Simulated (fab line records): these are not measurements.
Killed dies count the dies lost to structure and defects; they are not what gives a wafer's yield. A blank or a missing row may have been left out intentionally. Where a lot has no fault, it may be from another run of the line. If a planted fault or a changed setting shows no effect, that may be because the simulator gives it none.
Lot-split experiment -- flow n5 finfet -- route with 1938 steps; 7 lots, 21 wafers read

== THE SPLIT ITSELF ==
At N5_BEOL_M12_ILD_DEP_00 (deposits SiOC from DEMS/O2, target thk 658.92 nm, time 130.7 s), the setting time s was moved away from the recipe's 130.7 s on 6 of the 21 wafers read, by -6.2% to +8.0%. For the rest of the wafers, this setting stayed at what the recipe calls for.

Split to reading: the file shows no intervening step.

== THE READING ==
M12_ILD_THK in nanometres, read at N5_BEOL_M12_THK_MEAS_01. On this fab line, fault-free wafers typically give 652 nm with a standard deviation of 10 nm.

wafer,"tool, chamber at the split","time s as run, s",against the recipe,"M12_ILD_THK, nm",against lot-mates on the recipe
L076.2,"pecvd-02, 2",130.7,recipe,649,-
L076.5,"pecvd-02, 2",130.7,recipe,662,-
L076.6,"pecvd-02, 0",130.7,recipe,657,-
L077.1,"pecvd-02, 0",141.1,+8.0%,701,+42
L077.2,"pecvd-02, 1",130.7,recipe,655,-
L077.4,"pecvd-02, 1",130.7,recipe,664,-
L082.1,"pecvd-01, 1",130.7,recipe,626,-
L082.4,"pecvd-01, 1",122.8,-6.0%,609,-26
L082.5,"pecvd-01, 2",130.7,recipe,644,-
L083.2,"pecvd-02, 2",130.7,recipe,663,-
L083.3,"pecvd-02, 1",138.1,+5.7%,687,+18
L083.5,"pecvd-02, 0",130.7,recipe,674,-
L090.1,"pecvd-01, 0",138.6,+6.0%,676,+40
L090.2,"pecvd-01, 1",130.7,recipe,636,-
L090.5,"pecvd-01, 2",138.6,+6.0%,696,+60
L094.3,"pecvd-01, 1",122.6,-6.2%,591,-56
L094.4,"pecvd-01, 1",130.7,recipe,646,-
L094.6,"pecvd-01, 0",130.7,recipe,647,-
L096.1,"pecvd-01, 2",130.7,recipe,640,-
L096.2,"pecvd-01, 1",130.7,recipe,640,-
L096.5,"pecvd-01, 2",130.7,recipe,650,-

FIT RESULTS
A straight line over all 21 wafers: M12_ILD_THK changes by +6.92 nm for each +1% of time s; r = +0.90; the points scatter about the line by 12 nm.
The same after taking each lot's own level away (the mean of its wafers on the recipe; 21 wafers): +6.35 nm for each +1%; r = +0.92; scatter 9.4 nm.
The reading moves by 51 nm for the largest change in time s, on that fit.
The span of the lots' own levels, 635.0 to 668.5 nm, comes to 3.4 times the standard deviation stated above.
The two slopes agree, so the slope changes little with the lot-to-lot level.
Check: +53.5 nm against its lot-mates is what the line predicts for one of the wafers moved furthest among these (+8.0%) when that wafer is left out of the fit. It came out at +41.5 nm against them.

== FURTHER SPLITS ON THESE WAFERS ==
Before the reading, these wafers also passed through other splits. Each is held against what the fit with the lots' levels taken away leaves over:
other split on the same wafers,wafers away from the commonest value,r with M12_ILD_THK (lot level and that fit taken away)
N5_BEOL_M8_ILD_DEP_00 time s,7,+0.06
N5_BEOL_M8_ETCH_62 source w,6,+0.06

== THE WHOLE CHAIN: every reading that the file lists as answering this split, in the file's order ==
step,what it does,reading,change (the file's fit),r (the file's)
N5_BEOL_M12_ILD_DEP_00,"deposits SiOC from DEMS/O2, target thk 658.92 nm, time 130.7 s","SiOC_of_BEOL_M12_ILD_DEP_00.thk nm (the simulator's own value, which no gauge read)",+6.03 nm for each +1% of the setting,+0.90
N5_BEOL_M12_THK_MEAS_01,,M12_ILD_THK,+6.03 for each +1% of the setting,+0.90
N5_BEOL_M12_VIA_ETCH_16,"etches SiOC in C4F8/O2/Ar, target depth 724.8 nm","etch.depth nm (the simulator's own value, which no gauge read)",+6.03 nm for each +1% of the setting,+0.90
N5_BEOL_M12_STRIP_63,strips in N2/H2,strip time to endpoint s,withheld for each +1% of the setting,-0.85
N5_BEOL_M12_ETCH_38,"etches SiCN in CF4/N2, target depth 68.7 nm, time 73.4 s","SiOC_of_BEOL_M12_ILD_DEP_00.thk nm (the simulator's own value, which no gauge read)",+5.94 nm for each +1% of the setting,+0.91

== FILE'S OWN FIT ==
M12_ILD_THK changes by +6.03 nm for each +1% of time s, r = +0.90.
